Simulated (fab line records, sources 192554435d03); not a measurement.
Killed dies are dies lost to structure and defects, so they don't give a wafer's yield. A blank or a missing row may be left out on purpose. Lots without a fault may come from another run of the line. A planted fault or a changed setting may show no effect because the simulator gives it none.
Which tool did it? | flow n5_finfet | 12 lots, 36 wafers sampled, at 1 step of a route of 1938

WHAT THE GAUGES READ, wafer by wafer
N5_BEOL_M2_OVL_MEAS_29.
lot  | measured     | on         | V1_OVL (nm)
L074 | day 7 16:41  | overlay-01 | 1.8 1.3 1.1
L078 | day 7 19:16  | overlay-02 | 0.6 0.3 0.4
L076 | day 8 09:43  | overlay-02 | 0.6 1.3 1.1
L081 | day 8 15:26  | overlay-01 | 0.5 1.3 1.8
L083 | day 9 01:46  | overlay-02 | -0.5 0.4 -0.2
L085 | day 9 11:56  | overlay-01 | -0.4 0.8 0.2
L087 | day 10 04:22 | overlay-01 | 0.5 1.1 -0.3
L089 | day 10 13:44 | overlay-01 | 1.1 0.8 0.5
L091 | day 11 05:10 | overlay-02 | 0.8 0.0 0.8
L092 | day 11 09:56 | overlay-02 | 1.3 0.6 0.3
L096 | day 11 23:14 | overlay-02 | 0.8 1.0 1.5
L097 | day 12 08:29 | overlay-01 | -0.1 0.3 0.6

WHICH TOOL RAN EACH LOT (tool, then ch and the chambers of the sampled wafers, then the start)
The record holds no process step before these readings.

THE ANSWER, worked out from the rows above alone
Rule: what is usual is taken from the lots themselves. Put in order of their means at a reading, lots are off if they are a third of the lots or fewer, leave a main group of 4 or more, and stand apart from it by a gap of 3 or more times the standard deviation of the main group's means; of several such gaps the widest counts. A main group whose means are all the same, to the digits that the tables above print for the reading, isn't used. A lot without any number at a reading at which 4 lots or more have one is off too. The other lots that the step has rows for count as sound.
No lot is off at any reading shown: from this, nothing can be told.

WHAT THE SIMULATOR HAD PUT IN
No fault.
